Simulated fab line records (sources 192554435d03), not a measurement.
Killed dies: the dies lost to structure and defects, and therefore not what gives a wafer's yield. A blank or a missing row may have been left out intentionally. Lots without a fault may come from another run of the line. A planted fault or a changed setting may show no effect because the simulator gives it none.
A single fault, viewed from 2 desks	flow n5_finfet	each desk holds nothing but its own numbers, with what lay behind them at the end

## AT THE METROLOGY DESK
What the gauges read for every lot (on any tool): the sampled wafers with a number, averaged. A lot is out of limits, marked OUT, if its mean lies more than 4 standard deviations from the usual mean; the brackets give that distance. It has 11 readings; the 7 that lie furthest out on some lot are the ones shown.
Columns: A = trench_depth_nm at N5_BEOL_M2_OCD_MEAS_38, usual 55.7 nm; B = DIBL_N at N5_BEOL_M4_RC_MEAS_101, usual 37.5 mV/V; C = IOFF_P at N5_BEOL_M4_RC_MEAS_101, usual 0.24 nA/um; D = ION_N at N5_BEOL_M4_RC_MEAS_101, usual 677 uA/um; E = ION_P at N5_BEOL_M4_RC_MEAS_101, usual 464 uA/um; F = SS_N at N5_BEOL_M4_RC_MEAS_101, usual 72.0 mV/dec; G = VT_P at N5_BEOL_M4_RC_MEAS_101, usual -249 mV
lot	first seen here	A	B	C	D	E	F	G
L651	day 7 08:13	56.8	36.8	0.20	684	468	72.3	-252
L655	day 8 07:59	55.0	37.1	0.24	671	465	71.7	-248
L656	day 8 14:43	55.9	37.8	0.24	662	456	71.2	-250
L660	day 9 11:48	56.1	36.7	0.22	659	447	72.4	-253
L661	day 10 00:38	56.3	37.2	0.20	676	464	71.2	-248
L664	day 10 09:05	53.0	39.4	0.28	678	464	72.0	-248
L666	day 10 20:29	51.8	36.2	0.23	674	466	72.0	-249
L667	day 11 03:12	55.4	39.4	0.26	670	462	71.8	-247
L668	day 11 22:45	55.2	37.4	0.24	678	469	71.8	-246
L670	day 12 05:43	56.4	38.0	0.21	695	467	72.0	-250
This desk's verdict: no lot among the 10 shows anything out of limits.

## FOR THE TOOL OWNER'S DESK: rie_diel-04
The tool's own readings at N5_BEOL_M2_TRENCH_ETCH_37 (etches SiOC in C4F6/O2, target depth 55.555 nm, time 29.2 s): means of the sampled wafers that have a number, for each lot that ran on this tool. A lot is out of limits, marked OUT, if its mean lies more than 4 standard deviations from the usual mean; the brackets give that distance. It has 8 readings, of which 7 appear: the earliest out of limits, and the ones furthest out on some lot.
Columns: A = oes_f_703_au at N5_BEOL_M2_TRENCH_ETCH_37, usual 0.82 a.u.; B = oes_o_777_au at N5_BEOL_M2_TRENCH_ETCH_37, usual 0.82 a.u.; C = oes_product_au at N5_BEOL_M2_TRENCH_ETCH_37, usual 0.81 a.u.; D = rf_fwd_power_W at N5_BEOL_M2_TRENCH_ETCH_37, usual 349.4 W; E = rf_vpp_V at N5_BEOL_M2_TRENCH_ETCH_37, usual 663 V; F = showerhead_plenum_p_Torr at N5_BEOL_M2_TRENCH_ETCH_37, usual 2.90 Torr; G = throttle_valve_pct at N5_BEOL_M2_TRENCH_ETCH_37, usual 20.80 %
lot	first seen here	A	B	C	D	E	F	G
L651	day 7 08:04	1.02	1.02	0.99	349.8	644	2.80	20.55
L655	day 8 07:50	0.82	0.82	0.77	348.1	646	2.88	21.00
L664	day 10 08:56	0.72	0.74	0.87	285.4 (-34) OUT	719	2.80	20.65
L666	day 10 20:20	0.66	0.68	0.79	284.1 (-34) OUT	721	2.83	20.87
This desk's verdict: out of limits on L664, L666, starting with L664 at day 10 08:56 (rf_fwd_power_W at N5_BEOL_M2_TRENCH_ETCH_37). L651, L655 stayed within limits.

## ALL TOGETHER
The tool owner's desk could have raised an alarm at day 10 08:56, on L664, L666.
The metrology desk saw nothing out of limits.
The metrology desk holds a record of L664, L666, inside its limits.
N5_BEOL_M2_TRENCH_ETCH_37 was run on rie_diel-04 by each of the lots named.

## WHAT HAD BEEN PUT IN BY THE SIMULATOR
Drift in process parameters on rie_diel-04 at N5_BEOL_M2_TRENCH_ETCH_37, starting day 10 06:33. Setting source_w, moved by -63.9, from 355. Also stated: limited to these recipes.
Struck lots among those shown: L664, L666.
Hours from the fault's start to each desk's first reading out of limits: the tool owner's desk, 2.
